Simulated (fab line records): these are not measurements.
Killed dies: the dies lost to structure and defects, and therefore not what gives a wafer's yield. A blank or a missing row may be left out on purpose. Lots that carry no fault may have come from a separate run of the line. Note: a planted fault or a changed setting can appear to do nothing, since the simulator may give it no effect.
Matching of chambers / flow n5_finfet / N5_BEOL_M2_ALD_84 on ald_metal-01: 4 sister chambers
The step deposits TaN, pulse time 2 s, purge time 3 s, co reactant purge time 2 s. 16 wafers are shown with their chamber, then 8 later ones without.

WAFERS PAIRED WITH THEIR CHAMBERS
wafer=L074.2; chamber=1; heater_power_w (W)=446; mfc_carrier_sccm (sccm)=1500
wafer=L074.3; chamber=0; heater_power_w (W)=431; mfc_carrier_sccm (sccm)=1504
wafer=L074.5; chamber=3; heater_power_w (W)=396; mfc_carrier_sccm (sccm)=1499
wafer=L085.3; chamber=3; heater_power_w (W)=403; mfc_carrier_sccm (sccm)=1504
wafer=L085.5; chamber=0; heater_power_w (W)=444; mfc_carrier_sccm (sccm)=1498
wafer=L085.6; chamber=1; heater_power_w (W)=454; mfc_carrier_sccm (sccm)=1501
wafer=L086.1; chamber=1; heater_power_w (W)=454; mfc_carrier_sccm (sccm)=1500
wafer=L086.2; chamber=2; heater_power_w (W)=448; mfc_carrier_sccm (sccm)=1507
wafer=L086.4; chamber=3; heater_power_w (W)=397; mfc_carrier_sccm (sccm)=1501
wafer=L089.1; chamber=2; heater_power_w (W)=452; mfc_carrier_sccm (sccm)=1499
wafer=L089.3; chamber=1; heater_power_w (W)=453; mfc_carrier_sccm (sccm)=1497
wafer=L089.5; chamber=2; heater_power_w (W)=450; mfc_carrier_sccm (sccm)=1497
wafer=L092.3; chamber=0; heater_power_w (W)=430; mfc_carrier_sccm (sccm)=1503
wafer=L092.4; chamber=1; heater_power_w (W)=448; mfc_carrier_sccm (sccm)=1502
wafer=L092.5; chamber=0; heater_power_w (W)=429; mfc_carrier_sccm (sccm)=1497
wafer=L093.1; chamber=0; heater_power_w (W)=431; mfc_carrier_sccm (sccm)=1507

SIGNATURES, as means of the wafers listed above
reading=heater_power_w; chamber 0=433.00; chamber 1=451.00; chamber 2=450.00; chamber 3=398.67; scatter within a chamber=4.53
reading=mfc_carrier_sccm; chamber 0=1501.80; chamber 1=1500.00; chamber 2=1501.00; chamber 3=1501.33; scatter within a chamber=3.58
Rule: distance of a wafer from a chamber = root of the sum over the readings of ((wafer's reading minus chamber's mean) / reading's scatter) squared. If the next closest chamber is less than 2 further off than the closest, the wafer can't be placed; otherwise it belongs to the closest. The scatter is the square root of a quotient: the sum, over the shown wafers, of each reading's squared deviation from its chamber's mean, divided by wafers minus chambers.

WAFERS WITHOUT THEIR CHAMBER
wafer=L093.3; heater_power_w (W)=437; mfc_carrier_sccm (sccm)=1506
wafer=L093.5; heater_power_w (W)=448; mfc_carrier_sccm (sccm)=1500
wafer=L094.1; heater_power_w (W)=423; mfc_carrier_sccm (sccm)=1501
wafer=L094.2; heater_power_w (W)=461; mfc_carrier_sccm (sccm)=1492
wafer=L094.5; heater_power_w (W)=434; mfc_carrier_sccm (sccm)=1501
wafer=L096.3; heater_power_w (W)=435; mfc_carrier_sccm (sccm)=1506
wafer=L096.5; heater_power_w (W)=459; mfc_carrier_sccm (sccm)=1495
wafer=L096.6; heater_power_w (W)=428; mfc_carrier_sccm (sccm)=1497

WHICH CHAMBER EACH WENT THROUGH
wafer=L093.3; from the rows above=can't be placed: 0 or 2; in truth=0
wafer=L093.5; from the rows above=can't be placed: 2 or 1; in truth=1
wafer=L094.1; from the rows above=0; in truth=0
wafer=L094.2; from the rows above=can't be placed: 1 or 2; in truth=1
wafer=L094.5; from the rows above=0; in truth=0
wafer=L096.3; from the rows above=0; in truth=0
wafer=L096.5; from the rows above=can't be placed: 1 or 2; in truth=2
wafer=L096.6; from the rows above=0; in truth=0
Placed correctly: 4 of 8. Can't be placed from these rows: 4 (the true chamber is among the candidates in 4). 0 placed wrongly.
